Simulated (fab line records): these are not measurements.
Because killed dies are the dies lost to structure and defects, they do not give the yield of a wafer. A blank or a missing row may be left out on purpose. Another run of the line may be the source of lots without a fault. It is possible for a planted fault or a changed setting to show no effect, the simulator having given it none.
Chamber matching | flow n5-finfet | N5_SDB_ETCH_18 on rie-diel-03: 4 sister chambers
The step etches SOC in N2/H2, target depth 100 nm, overetch 20 nm, time 150 s. 4 wafers are shown with their chamber, then 8 later ones without.

## WAFERS PAIRED WITH THEIR CHAMBERS
wafer  | chamber | showerhead-plenum-p-Torr (Torr)
L077.5 | 1       | 2.51
L087.3 | 0       | 2.51
L087.6 | 2       | 2.66
L088.1 | 3       | 2.44

## WAFERS WITHOUT THEIR CHAMBER
wafer  | showerhead-plenum-p-Torr (Torr)
L088.2 | 2.66
L088.6 | 2.50
L091.1 | 2.50
L091.4 | 2.50
L091.6 | 2.50
L094.1 | 2.50
L094.4 | 2.44
L094.6 | 2.65

## THE CHAMBER EACH PASSED THROUGH
wafer  | from the rows above     | in truth
L088.2 | 2                       | 2
L088.6 | can't be placed: 0 or 1 | 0
L091.1 | can't be placed: 0 or 1 | 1
L091.4 | can't be placed: 0 or 1 | 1
L091.6 | can't be placed: 0 or 1 | 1
L094.1 | can't be placed: 0 or 1 | 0
L094.4 | 3                       | 3
L094.6 | 2                       | 2
3 of 8 placed correctly. Unplaceable from these rows: 5, with the true chamber sitting among the candidates in 5. 0 placed wrongly.
How it was worked out, from the rows above alone: a wafer's distance from a chamber is the root of the sum, over the readings, of the square of ((its reading less the chamber's mean) divided by the reading's scatter). The wafer belongs to the nearest chamber; if the next one is less than 2 further off, it can't be placed. The mean given for a chamber averages the wafers shown for that chamber. The scatter: root of mean squared gap, hidden wafer to nearest shown wafer, with one shown wafer a chamber.
